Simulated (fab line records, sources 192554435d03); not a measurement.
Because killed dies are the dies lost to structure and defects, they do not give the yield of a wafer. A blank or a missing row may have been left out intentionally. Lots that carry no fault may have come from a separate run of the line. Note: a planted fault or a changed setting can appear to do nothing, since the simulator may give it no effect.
Chamber matching -- flow n5Finfet -- rieDiel-03 running N5_BEOL_M9_VIA_ETCH_34: 4 sister chambers
The step etches SiCOH lowk in C4F6/O2, target depth 182.4 nm, time 68.4 s. 4 wafers are shown with their chamber, then 10 later ones without.

WAFERS PAIRED WITH THEIR CHAMBERS
wafer,chamber,throttleValvePct (%)
L089.1,1,21.36
L089.3,2,20.82
L088.1,3,20.79
L088.4,0,20.71

WAFERS WITH NO CHAMBER GIVEN
wafer,throttleValvePct (%)
L088.6,21.38
L091.2,20.72
L091.4,20.85
L091.6,20.82
L095.2,20.81
L095.3,20.85
L095.4,20.72
L097.1,20.82
L097.2,20.74
L097.3,20.87

EACH ONE'S CHAMBER
wafer,from the rows above,in truth
L088.6,1,1
L091.2,0,0
L091.4,can't be placed: 2 or 3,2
L091.6,can't be placed: 2 or 3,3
L095.2,can't be placed: 2 or 3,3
L095.3,can't be placed: 2 or 3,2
L095.4,0,0
L097.1,can't be placed: 2 or 3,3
L097.2,can't be placed: 0 or 3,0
L097.3,can't be placed: 2 or 3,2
Correctly placed: 3 of 10. These rows do not allow placing 7 (true chamber among the candidates in 7). 0 placed wrongly.
How it was worked out, from the rows above alone: a wafer's distance from a chamber is the root of the sum, over the readings, of the square of ((its reading less the chamber's mean) divided by the reading's scatter). If the next closest chamber is less than 2 further off than the closest, the wafer can't be placed; otherwise it belongs to the closest. For every chamber, the mean is computed from those of its wafers that are shown. The scatter (one wafer shown for each chamber): square how far every hidden wafer sits from the nearest shown wafer, average those squares and take the square root.
